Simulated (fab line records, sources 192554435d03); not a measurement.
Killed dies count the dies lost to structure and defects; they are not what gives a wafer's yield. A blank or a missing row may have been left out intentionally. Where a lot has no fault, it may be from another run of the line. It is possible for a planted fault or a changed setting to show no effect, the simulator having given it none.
One fault through the eyes of 2 desks :: flow n5_finfet :: each desk has only its own numbers; what lay behind them comes last

FROM THE METROLOGY DESK
What the gauges read, lot by lot, whatever tool the lot ran on: means of the sampled wafers that have a number. A lot is out of limits, marked OUT, if its mean lies more than 4 standard deviations from the usual mean; the brackets give that distance. Of its 10 readings 7 are shown: those that lie furthest out on some lot.
Columns: A = DIBL_N at N5_BEOL_M4_RC_MEAS_101, usual 36.4 mV/V; B = DIBL_P at N5_BEOL_M4_RC_MEAS_101, usual 35.8 mV/V; C = IOFF_N at N5_BEOL_M4_RC_MEAS_101, usual 0.154 nA/um; D = IOFF_P at N5_BEOL_M4_RC_MEAS_101, usual 0.21 nA/um; E = SS_N at N5_BEOL_M4_RC_MEAS_101, usual 71.5 mV/dec; F = SS_P at N5_BEOL_M4_RC_MEAS_101, usual 73.2 mV/dec; G = VT_P at N5_BEOL_M4_RC_MEAS_101, usual -250 mV
lot: L953
first seen here: day 10 04:22
A: 36.6
B: 34.7
C: 0.150
D: 0.18
E: 71.7
F: 73.0
G: -252

lot: L957
first seen here: day 11 04:13
A: 36.2
B: 35.7
C: 0.150
D: 0.22
E: 71.2
F: 72.8
G: -246

lot: L958
first seen here: day 11 23:02
A: 39.5
B: 38.0
C: 0.201
D: 0.25
E: 72.5
F: 73.8
G: -248

lot: L965
first seen here: day 12 22:47
A: 37.2
B: 37.2
C: 0.176
D: 0.25
E: 71.2
F: 73.4
G: -246

lot: L970
first seen here: day 14 10:55
A: 34.8
B: 33.2
C: 0.119
D: 0.17
E: 70.3
F: 72.5
G: -252
Result from this desk: across the 5 lots, nothing is out of limits.

AT THE TOOL OWNER'S DESK: pecvd-04
The tool's own readings at N5_BEOL_M0_SAQP_HM_DEP_111 (deposits SiO2 from SiH4/N2O, target thk 12 nm, time 7.2 s): means of the sampled wafers that have a number, for each lot that ran on this tool. A lot is out of limits, marked OUT, if its mean lies more than 4 standard deviations from the usual mean; the brackets give that distance.
Columns: A = heater_power_w at N5_BEOL_M0_SAQP_HM_DEP_111, usual 756 W; B = showerhead_plenum_p_Torr at N5_BEOL_M0_SAQP_HM_DEP_111, usual 8.05 Torr; C = susceptor_temp_C at N5_BEOL_M0_SAQP_HM_DEP_111, usual 400.01 C
lot: L953
first seen here: day 7 05:14
A: 834
B: 8.14
C: 400.19

lot: L957
first seen here: day 7 23:05
A: 758
B: 8.16
C: -

lot: L958
first seen here: day 8 07:46
A: 770
B: 7.95
C: -

lot: L970
first seen here: day 11 05:57
A: 738
B: 8.12
C: 399.91
Result from this desk: across the 4 lots, nothing is out of limits.

BROUGHT TOGETHER
Metrology desk: nothing out of limits seen.
Nothing out of limits was seen by the tool owner's desk.

WHAT THE SIMULATOR PUT IN
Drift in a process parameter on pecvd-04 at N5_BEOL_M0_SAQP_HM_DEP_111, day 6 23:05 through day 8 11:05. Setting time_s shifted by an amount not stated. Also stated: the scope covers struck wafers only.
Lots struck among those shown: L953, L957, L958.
